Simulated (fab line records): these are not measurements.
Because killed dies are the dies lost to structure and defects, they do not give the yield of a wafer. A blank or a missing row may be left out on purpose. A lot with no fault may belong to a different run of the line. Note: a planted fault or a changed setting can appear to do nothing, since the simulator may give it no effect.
Split-lot trial    flow n5-finfet    route with 1938 steps; 7 lots, 39 wafers read

== THE SPLIT ITSELF ==
At N5_DUMMY_GATE_ETCH_42 (etches SiO2 in CHF3/O2, target depth 3.5 nm, time 31 s), the setting bias-w was moved away from the recipe's 12 W on 9 of the 39 wafers read, by -17.1% to +8.7%. For the rest of the wafers, this setting stayed at what the recipe calls for.

The reading comes from the split's own step.

== THE READING ==
rf-vpp-V, in V, at N5_DUMMY_GATE_ETCH_42 (etches SiO2 in CHF3/O2, target depth 3.5 nm, time 31 s). On this fab line, fault-free wafers typically give 42.3 V with a standard deviation of 0.99 V.

wafer   tool, chamber at the split  bias-w as run, W  against the recipe  rf-vpp-V, V  against lot-mates on the recipe
L076.1  rie-diel-01, 0              12                recipe              41.3         -
L076.2  rie-diel-01, 3              10.53             -12.3%              38.6         -4.1
L076.3  rie-diel-01, 1              12                recipe              43.4         -
L076.4  rie-diel-01, 2              12                recipe              43.3         -
L076.5  rie-diel-01, 0              10.53             -12.3%              38.3         -4.4
L076.6  rie-diel-01, 1              10.53             -12.3%              40.0         -2.7
L078.1  rie-diel-03, 2              12                recipe              41.0         -
L078.2  rie-diel-03, 3              12                recipe              42.5         -
L078.3  rie-diel-03, 1              12                recipe              41.7         -
L078.4  rie-diel-03, 0              12                recipe              42.8         -
L078.5  rie-diel-03, 1              12                recipe              42.7         -
L078.6  rie-diel-03, 0              12                recipe              42.9         -
L079.2  rie-diel-06, 2              12                recipe              41.7         -
L079.4  rie-diel-06, 3              12                recipe              44.2         -
L079.6  rie-diel-06, 0              12                recipe              40.5         -
L084.1  rie-diel-06, 0              12                recipe              40.6         -
L084.2  rie-diel-06, 3              12                recipe              43.3         -
L084.3  rie-diel-06, 2              12                recipe              42.7         -
L084.4  rie-diel-06, 2              12                recipe              41.9         -
L084.5  rie-diel-06, 0              12                recipe              42.6         -
L084.6  rie-diel-06, 3              12                recipe              42.6         -
L086.1  rie-diel-01, 1              13.04             +8.7%               45.4         +2.9
L086.2  rie-diel-01, 0              13.04             +8.7%               44.8         +2.3
L086.3  rie-diel-01, 3              13.04             +8.7%               45.2         +2.7
L086.4  rie-diel-01, 2              12                recipe              43.1         -
L086.5  rie-diel-01, 2              12                recipe              41.9         -
L086.6  rie-diel-01, 1              12                recipe              42.4         -
L096.1  rie-diel-01, 0              9.952             -17.1%              37.1         -6.2
L096.2  rie-diel-01, 3              12                recipe              44.8         -
L096.3  rie-diel-01, 2              12                recipe              42.8         -
L096.4  rie-diel-01, 1              9.952             -17.1%              36.1         -7.2
L096.5  rie-diel-01, 3              12                recipe              42.3         -
L096.6  rie-diel-01, 0              9.952             -17.1%              35.3         -8.0
L097.1  rie-diel-03, 0              12                recipe              43.1         -
L097.2  rie-diel-03, 1              12                recipe              42.0         -
L097.3  rie-diel-03, 2              12                recipe              42.1         -
L097.4  rie-diel-03, 3              12                recipe              43.9         -
L097.5  rie-diel-03, 1              12                recipe              43.2         -
L097.6  rie-diel-03, 2              12                recipe              42.2         -

THE FIT
A straight line over all 39 wafers: rf-vpp-V changes by +0.337 V for each +1% of bias-w; r = +0.91; the points scatter about the line by 0.95 V.
The same after taking each lot's own level away (the mean of its wafers on the recipe; 39 wafers): +0.366 V for each +1%; r = +0.93; scatter 0.94 V.
The reading moves by 6.3 V for the largest change in bias-w, on that fit.
Across the lots, their own levels run from 42.13 to 43.30 V, a range of 1.2 times the standard deviation given above.
Consequently the slope shifts little with the lot-to-lot level, the two slopes agreeing.
Check: -6.32 V against its lot-mates is what the line predicts for one of the wafers moved furthest among these (-17.1%) when that wafer is left out of the fit. Against them it came out at -6.2 V.
Tool readings at the split's step, against how far the setting was moved: rf-vpp-V r = +0.91.

== OTHER SPLITS ON THESE WAFERS ==
These wafers also went through other splits before the reading. Each is held against what the fit with the lots' levels taken away leaves over:
other split on the same wafers         wafers away from the commonest value  r with rf-vpp-V (lot level and that fit taken away)
N5_STI_FIN_REVEAL_ETCHBACK_08 time-s   15                                    -0.02
N5_STI_FIN_REVEAL_OXIDATION_33 time-s  12                                    +0.04
N5_DUMMY_GATE_EXPOSE_12 dose-mj        18                                    -0.06
N5_DUMMY_GATE_ETCH_32 time-s           18                                    +0.14

== FILE'S OWN FIT ==
rf-vpp-V changes by +0.368 V for each +1% of bias-w, r = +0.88.
